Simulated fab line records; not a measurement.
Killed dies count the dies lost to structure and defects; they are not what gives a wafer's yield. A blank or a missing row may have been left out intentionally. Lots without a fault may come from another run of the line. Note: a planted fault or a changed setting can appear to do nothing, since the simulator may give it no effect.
Chamber matching || flow n5Finfet || rieDiel-06 running N5_BEOL_M10_ETCH_62: 4 sister chambers
The step etches SOC in N2/H2, target depth 110 nm, overetch 22 nm, time 165 s. 14 wafers are shown with their chamber, then 7 later ones without.

## EACH WAFER AND ITS CHAMBER
{"wafer": "L076.2", "chamber": 0, "drypumpMotorCurrentA (A)": 6.3, "showerheadPlenumPTorr (Torr)": 2.47, "throttleValvePct (%)": 17.80}
{"wafer": "L076.3", "chamber": 2, "drypumpMotorCurrentA (A)": 5.4, "showerheadPlenumPTorr (Torr)": 2.45, "throttleValvePct (%)": 17.68}
{"wafer": "L076.5", "chamber": 1, "drypumpMotorCurrentA (A)": 4.8, "showerheadPlenumPTorr (Torr)": 2.41, "throttleValvePct (%)": 17.87}
{"wafer": "L080.2", "chamber": 1, "drypumpMotorCurrentA (A)": 4.8, "showerheadPlenumPTorr (Torr)": 2.41, "throttleValvePct (%)": 17.91}
{"wafer": "L080.5", "chamber": 3, "drypumpMotorCurrentA (A)": 6.6, "showerheadPlenumPTorr (Torr)": 2.56, "throttleValvePct (%)": 18.13}
{"wafer": "L080.6", "chamber": 0, "drypumpMotorCurrentA (A)": 6.3, "showerheadPlenumPTorr (Torr)": 2.47, "throttleValvePct (%)": 17.81}
{"wafer": "L085.1", "chamber": 3, "drypumpMotorCurrentA (A)": 6.6, "showerheadPlenumPTorr (Torr)": 2.56, "throttleValvePct (%)": 18.13}
{"wafer": "L085.2", "chamber": 1, "drypumpMotorCurrentA (A)": 4.8, "showerheadPlenumPTorr (Torr)": 2.40, "throttleValvePct (%)": 17.90}
{"wafer": "L085.6", "chamber": 1, "drypumpMotorCurrentA (A)": 4.8, "showerheadPlenumPTorr (Torr)": 2.40, "throttleValvePct (%)": 17.91}
{"wafer": "L088.2", "chamber": 0, "drypumpMotorCurrentA (A)": 6.2, "showerheadPlenumPTorr (Torr)": 2.46, "throttleValvePct (%)": 17.83}
{"wafer": "L088.4", "chamber": 1, "drypumpMotorCurrentA (A)": 4.9, "showerheadPlenumPTorr (Torr)": 2.40, "throttleValvePct (%)": 17.93}
{"wafer": "L088.5", "chamber": 0, "drypumpMotorCurrentA (A)": 6.2, "showerheadPlenumPTorr (Torr)": 2.46, "throttleValvePct (%)": 17.82}
{"wafer": "L090.3", "chamber": 1, "drypumpMotorCurrentA (A)": 4.8, "showerheadPlenumPTorr (Torr)": 2.40, "throttleValvePct (%)": 17.91}
{"wafer": "L090.4", "chamber": 2, "drypumpMotorCurrentA (A)": 5.5, "showerheadPlenumPTorr (Torr)": 2.43, "throttleValvePct (%)": 17.74}

SIGNATURES (means of the wafers above)
{"reading": "drypumpMotorCurrentA", "chamber 0": 6.250, "chamber 1": 4.817, "chamber 2": 5.450, "chamber 3": 6.600, "scatter within a chamber": 0.0483}
{"reading": "showerheadPlenumPTorr", "chamber 0": 2.4650, "chamber 1": 2.4033, "chamber 2": 2.4400, "chamber 3": 2.5600, "scatter within a chamber": 0.00658}
{"reading": "throttleValvePct", "chamber 0": 17.8150, "chamber 1": 17.9050, "chamber 2": 17.7100, "chamber 3": 18.1300, "scatter within a chamber": 0.0206}
Rule: for each reading, subtract the chamber's mean from the wafer's reading, divide by that reading's scatter and square the result; add these up over the readings and take the root, which gives the wafer's distance from the chamber. The wafer belongs to the nearest chamber; if the next one is less than 2 further off, it can't be placed. The scatter: take each reading less its chamber's mean, square it, sum over the shown wafers, divide by the number of wafers less the number of chambers, and take the root.

## WAFERS WITHOUT THEIR CHAMBER
{"wafer": "L090.5", "drypumpMotorCurrentA (A)": 4.8, "showerheadPlenumPTorr (Torr)": 2.40, "throttleValvePct (%)": 17.96}
{"wafer": "L094.1", "drypumpMotorCurrentA (A)": 6.6, "showerheadPlenumPTorr (Torr)": 2.55, "throttleValvePct (%)": 18.16}
{"wafer": "L094.5", "drypumpMotorCurrentA (A)": 4.9, "showerheadPlenumPTorr (Torr)": 2.39, "throttleValvePct (%)": 17.96}
{"wafer": "L094.6", "drypumpMotorCurrentA (A)": 5.4, "showerheadPlenumPTorr (Torr)": 2.43, "throttleValvePct (%)": 17.74}
{"wafer": "L095.2", "drypumpMotorCurrentA (A)": 5.4, "showerheadPlenumPTorr (Torr)": 2.43, "throttleValvePct (%)": 17.77}
{"wafer": "L095.3", "drypumpMotorCurrentA (A)": 4.9, "showerheadPlenumPTorr (Torr)": 2.39, "throttleValvePct (%)": 17.96}
{"wafer": "L095.4", "drypumpMotorCurrentA (A)": 6.6, "showerheadPlenumPTorr (Torr)": 2.55, "throttleValvePct (%)": 18.16}

## WHICH CHAMBER EACH ONE RAN IN
{"wafer": "L090.5", "from the rows above": 1, "in truth": 1}
{"wafer": "L094.1", "from the rows above": 3, "in truth": 3}
{"wafer": "L094.5", "from the rows above": 1, "in truth": 1}
{"wafer": "L094.6", "from the rows above": 2, "in truth": 2}
{"wafer": "L095.2", "from the rows above": 2, "in truth": 2}
{"wafer": "L095.3", "from the rows above": 1, "in truth": 1}
{"wafer": "L095.4", "from the rows above": 3, "in truth": 3}
7 of 7 placed correctly. Not placeable from these rows: 0. 0 placed wrongly.
